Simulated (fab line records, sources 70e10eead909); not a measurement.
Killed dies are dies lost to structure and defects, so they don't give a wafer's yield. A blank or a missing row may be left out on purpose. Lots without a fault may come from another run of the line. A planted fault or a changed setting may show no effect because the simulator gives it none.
Which tool did it? | flow nand_harc | 12 lots, 36 wafers sampled, at 6 steps of a route of 1302

WHAT THE GAUGES READ, wafer by wafer
NHARC_A_BLC_INSPECT_28.
lot  | measured     | on                | raw_defect_count
L907 | day 23 04:10 | defect_inspect-02 | 336 392 401
L911 | day 23 17:45 | defect_inspect-02 | 399 544 408
L909 | day 23 20:04 | defect_inspect-01 | 468 490 540
L910 | day 24 04:46 | defect_inspect-02 | 376 528 417
L912 | day 25 12:04 | defect_inspect-01 | 595 600 579
L914 | day 25 19:41 | defect_inspect-02 | 540 494 553
L915 | day 26 10:47 | defect_inspect-01 | 493 583 646
L916 | day 26 17:16 | defect_inspect-01 | 398 352 355
L917 | day 27 16:26 | defect_inspect-02 | 432 392 369
L925 | day 29 22:26 | defect_inspect-01 | 390 429 521
L927 | day 31 10:00 | defect_inspect-01 | 680 557 611
L929 | day 31 21:32 | defect_inspect-02 | 609 774 974

NHARC_A_M0_INSPECT_11.
lot  | measured     | on                | raw_defect_count
L907 | day 23 05:12 | defect_inspect-02 | 22 24 29
L911 | day 23 18:46 | defect_inspect-02 | 99 102 98
L909 | day 23 21:05 | defect_inspect-01 | 25 20 28
L910 | day 24 05:40 | defect_inspect-02 | 58 57 75
L912 | day 25 12:58 | defect_inspect-02 | 59 53 60
L914 | day 25 20:50 | defect_inspect-02 | 101 107 119
L915 | day 26 11:49 | defect_inspect-02 | 140 175 172
L916 | day 26 18:17 | defect_inspect-01 | 84 81 71
L917 | day 27 17:29 | defect_inspect-01 | 79 81 71
L925 | day 29 23:20 | defect_inspect-01 | 54 55 58
L927 | day 31 10:54 | defect_inspect-02 | 684 70 74
L929 | day 31 22:34 | defect_inspect-02 | 114 103 121

NHARC_END_SORT_01.
lot  | measured     | on        | defect_limited_yield (%) | killed_at_array | killed_at_other | killed_at_periphery | killed_dies | killed_open | killed_short
L907 | day 25 01:02 | prober-02 | 96.5 97.0 95.0           | 21 18 31        | 0 1 0           | 3 1 3               | 24 20 34    | 2 1 3       | 2 1 3
L925 | day 31 14:25 | prober-01 | 91.4 93.5 92.3           | 46 41 45        | 1 0 2           | 11 3 5              | 58 44 52    | 4 2 6       | 2 3 2
L927 | day 33 02:34 | prober-02 | 78.1 91.6 90.5           | 147 55 61       | 0 1 1           | 1 1 2               | 148 57 64   | 3 2 3       | 2 0 2

WHICH TOOL RAN EACH LOT (tool, then ch and the chambers of the sampled wafers, then the start)
lot  | NHARC_A_BLC_STRIP_29               | NHARC_A_BLC_ALD_23                  | NHARC_A_M0_DEP_00
L907 | rie_diel-06 ch 1,2, day 23 02:16   | ald_metal-04 ch 1,3, day 23 03:04   | pecvd-02 ch 0,1,2, day 23 04:17
L911 | rie_diel-08 ch 1,2, day 23 15:52   | ald_metal-02 ch 0,1,3, day 23 16:38 | pecvd-02 ch 1,2, day 23 17:52
L909 | rie_diel-09 ch 0,1,2, day 23 18:10 | ald_metal-04 ch 1,2,3, day 23 18:56 | pecvd-01 ch 0,1, day 23 20:08
L910 | rie_diel-08 ch 0,2,3, day 24 02:50 | ald_metal-02 ch 0,1,2, day 24 03:39 | pecvd-01 ch 0,1,2, day 24 04:50
L912 | rie_diel-06 ch 0,2, day 25 10:07   | ald_metal-02 ch 1,2, day 25 10:55   | pecvd-02 ch 0,2, day 25 12:10
L914 | rie_diel-08 ch 1,3, day 25 17:44   | ald_metal-02 ch 0,2, day 25 18:33   | pecvd-01 ch 0,2, day 25 19:53
L915 | rie_diel-06 ch 1,2,3, day 26 08:53 | ald_metal-04 ch 1,2,3, day 26 09:39 | pecvd-02 ch 0,1,2, day 26 10:56
L916 | rie_diel-08 ch 0,1,2, day 26 15:21 | ald_metal-01 ch 0,1,2, day 26 16:07 | pecvd-01 ch 0,1, day 26 17:20
L917 | rie_diel-06 ch 0,2, day 27 13:22   | ald_metal-02 ch 0,2,3, day 27 14:10 | pecvd-01 ch 0,1,2, day 27 16:31
L925 | rie_diel-08 ch 0,2,3, day 29 20:30 | ald_metal-02 ch 0,1, day 29 21:19   | pecvd-02 ch 0,1,2, day 29 22:32
L927 | rie_diel-06 ch 0,1,2, day 31 07:40 | ald_metal-02 ch 0,1,3, day 31 08:25 | pecvd-02 ch 0,1,2, day 31 10:07
L929 | rie_diel-08 ch 0,2,3, day 31 19:39 | ald_metal-02 ch 1,2,3, day 31 20:28 | pecvd-01 ch 1,2, day 31 21:42
- NHARC_A_BLC_STRIP_29: strips in CF4.
- NHARC_A_BLC_ALD_23: deposits TiN, target thk 3 nm, pulse time 1 s, ald cycles 150.
- NHARC_A_M0_DEP_00: deposits SiOC, target thk 150 nm.

WHAT THE TOOLS THEMSELVES READ (means of the sampled wafers that have a number; where no wafer has one, the mark that the record gives instead)
NHARC_A_BLC_STRIP_29.
lot  | tool        | drypump_motor_current_A (A) | oes_product_au (a.u.) | rf_vpp_V (V) | showerhead_plenum_p_Torr (Torr) | throttle_valve_pct (%)
L907 | rie_diel-06 | 6.1                         | 0.987                 | 58.9         | 1.68                            | 13.286
L911 | rie_diel-08 | 6.3                         | 0.996                 | 58.3         | 1.71                            | 13.280
L909 | rie_diel-09 | 5.5                         | 0.994                 | 59.0         | 1.75                            | 13.284
L910 | rie_diel-08 | 5.5                         | 0.988                 | 59.0         | 1.76                            | 13.287
L912 | rie_diel-06 | 6.5                         | 1.008                 | 59.7         | 1.70                            | 13.283
L914 | rie_diel-08 | 6.2                         | 1.002                 | 59.4         | 1.74                            | 13.287
L915 | rie_diel-06 | 5.7                         | 0.999                 | 59.4         | 1.68                            | 13.283
L916 | rie_diel-08 | 5.8                         | 0.997                 | 59.6         | 1.72                            | 13.289
L917 | rie_diel-06 | 6.3                         | 1.008                 | 58.9         | 1.72                            | 13.283
L925 | rie_diel-08 | 5.6                         | 0.999                 | 59.3         | 1.75                            | 13.286
L927 | rie_diel-06 | 6.3                         | 0.999                 | 59.2         | 1.69                            | 13.280
L929 | rie_diel-08 | 5.5                         | 1.012                 | 59.8         | 1.75                            | 13.276

NHARC_A_BLC_ALD_23.
lot  | tool         | heater_power_w (W) | precursor_pulse_height_rel
L907 | ald_metal-04 | 1057               | 0.991
L911 | ald_metal-02 | 1063               | 0.996
L909 | ald_metal-04 | 1086               | 1.016
L910 | ald_metal-02 | 1047               | 1.020
L912 | ald_metal-02 | 1062               | 0.977
L914 | ald_metal-02 | 1064               | 1.001
L915 | ald_metal-04 | 1081               | 0.997
L916 | ald_metal-01 | 1007               | 0.983
L917 | ald_metal-02 | 1021               | 1.000
L925 | ald_metal-02 | 1032               | 1.011
L927 | ald_metal-02 | 1005               | 1.017
L929 | ald_metal-02 | 1055               | 1.016

THE ANSWER, worked out from the rows above alone
Rule: what is usual is taken from the lots themselves. Put in order of their means at a reading, lots are off if they are a third of the lots or fewer, leave a main group of 4 or more, and stand apart from it by a gap of 3 or more times the standard deviation of the main group's means; of several such gaps the widest counts. A main group whose means are all the same, to the digits that the tables above print for the reading, isn't used. A lot without any number at a reading at which 4 lots or more have one is off too. The other lots that the step has rows for count as sound. The gauges are gone through in route order, then the tools' own readings, and for those a lot's mean is taken as printed above. The first step at which some lot is off is used, and at that step the reading that is off furthest; a lot without a number counts as furthest.
No lot is off at any reading shown: from this, nothing can be told.

WHAT THE SIMULATOR HAD PUT IN
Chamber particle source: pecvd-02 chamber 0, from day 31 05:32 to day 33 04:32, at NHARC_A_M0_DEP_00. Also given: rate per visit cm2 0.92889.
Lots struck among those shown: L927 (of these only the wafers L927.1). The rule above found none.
